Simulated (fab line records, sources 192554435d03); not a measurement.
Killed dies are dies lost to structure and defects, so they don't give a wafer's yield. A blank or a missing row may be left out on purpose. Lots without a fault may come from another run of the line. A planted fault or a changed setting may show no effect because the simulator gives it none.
One fault seen from 3 desks | flow n5_finfet | each desk has only its own numbers; what lay behind them comes last

THE METROLOGY DESK
What the gauges read, lot by lot, whatever tool the lot ran on: means of the sampled wafers that have a number. A lot is out of limits, marked OUT, if its mean lies more than 4 standard deviations from the usual mean; the brackets give that distance. Of its 10 readings 7 are shown: those that lie furthest out on some lot.
Columns: A = IOFF_N at N5_BEOL_M4_RC_MEAS_101, usual 0.17 nA/um; B = IOFF_P at N5_BEOL_M4_RC_MEAS_101, usual 0.22 nA/um; C = ION_N at N5_BEOL_M4_RC_MEAS_101, usual 671 uA/um; D = ION_P at N5_BEOL_M4_RC_MEAS_101, usual 461 uA/um; E = SS_P at N5_BEOL_M4_RC_MEAS_101, usual 73.5 mV/dec; F = VT_N at N5_BEOL_M4_RC_MEAS_101, usual 250 mV; G = VT_P at N5_BEOL_M4_RC_MEAS_101, usual -250 mV
lot  | first seen here | A    | B    | C   | D   | E    | F   | G
L668 | day 8 10:38     | 0.11 | 0.15 | 663 | 453 | 72.0 | 255 | -257
L669 | day 9 04:32     | 0.15 | 0.21 | 662 | 458 | 73.3 | 251 | -250
L670 | day 9 11:28     | 0.13 | 0.20 | 659 | 454 | 72.8 | 253 | -252
L671 | day 9 15:00     | 0.15 | 0.21 | 660 | 453 | 72.9 | 253 | -251
L673 | day 9 15:44     | 0.17 | 0.25 | 673 | 468 | 73.4 | 248 | -247
L672 | day 9 17:33     | 0.13 | 0.17 | 646 | 446 | 72.5 | 253 | -252
L678 | day 11 12:47    | 0.18 | 0.22 | 678 | 459 | 73.9 | 246 | -250
L688 | day 14 03:44    | 0.23 | 0.31 | 694 | 482 | 73.8 | 246 | -240
L690 | day 14 05:49    | 0.16 | 0.22 | 669 | 462 | 73.9 | 248 | -251
L689 | day 14 06:13    | 0.14 | 0.20 | 651 | 448 | 73.4 | 254 | -252
This desk's finding: nothing out of limits on any of the 10 lots.

THE TOOL OWNER'S DESK: rie_diel-05
The tool's own readings at N5_SD_EPI_N_ETCH_45 (etches SiOCN in CH3F/O2, target depth 6 nm): means of the sampled wafers that have a number, for each lot that ran on this tool. A lot is out of limits, marked OUT, if its mean lies more than 4 standard deviations from the usual mean; the brackets give that distance.
Columns: A = drypump_motor_current_A at N5_SD_EPI_N_ETCH_45, usual 5.6 A; B = oes_product_au at N5_SD_EPI_N_ETCH_45, usual 0.78 a.u.; C = rf_vpp_V at N5_SD_EPI_N_ETCH_45, usual 127.5 V; D = showerhead_plenum_p_Torr at N5_SD_EPI_N_ETCH_45, usual 2.01 Torr; E = throttle_valve_pct at N5_SD_EPI_N_ETCH_45, usual 23.23 %
lot  | first seen here | A   | B    | C     | D    | E
L669 | day 3 11:32     | 5.5 | 0.77 | 127.7 | 2.01 | 23.16
L671 | day 4 02:32     | 5.5 | 0.78 | 127.1 | 2.01 | 23.16
L672 | day 4 05:11     | 5.7 | 0.81 | 126.5 | 1.97 | 23.14
L673 | day 4 08:10     | 5.6 | 0.75 | 126.6 | 2.00 | 23.19
L678 | day 5 15:24     | 5.6 | 1.03 | 127.5 | 1.98 | 23.19
This desk's finding: nothing out of limits on any of the 5 lots.

THE DEFECT DESK
What the inspections along the route counted, lot by lot: means of the sampled wafers that have a number. A lot is out of limits, marked OUT, if its mean lies more than 4 standard deviations from the usual mean; the brackets give that distance.
Columns: A = raw_defect_count at N5_DUMMY_GATE_INSPECT_27, usual 301
lot  | first seen here | A
L668 | day 3 03:58     | 266
L669 | day 3 10:04     | 311
L670 | day 3 19:37     | 255
L671 | day 3 23:42     | 274
L672 | day 4 03:27     | 387
L673 | day 4 06:26     | 259
L678 | day 5 13:55     | 339
L688 | day 8 00:43     | 263
L689 | day 8 07:28     | 248
L690 | day 8 11:13     | 295
This desk's finding: nothing out of limits on any of the 10 lots.

PUT TOGETHER
The metrology desk saw nothing out of limits.
The tool owner's desk saw nothing out of limits.
The defect desk saw nothing out of limits.

WHAT THE SIMULATOR HAD PUT IN
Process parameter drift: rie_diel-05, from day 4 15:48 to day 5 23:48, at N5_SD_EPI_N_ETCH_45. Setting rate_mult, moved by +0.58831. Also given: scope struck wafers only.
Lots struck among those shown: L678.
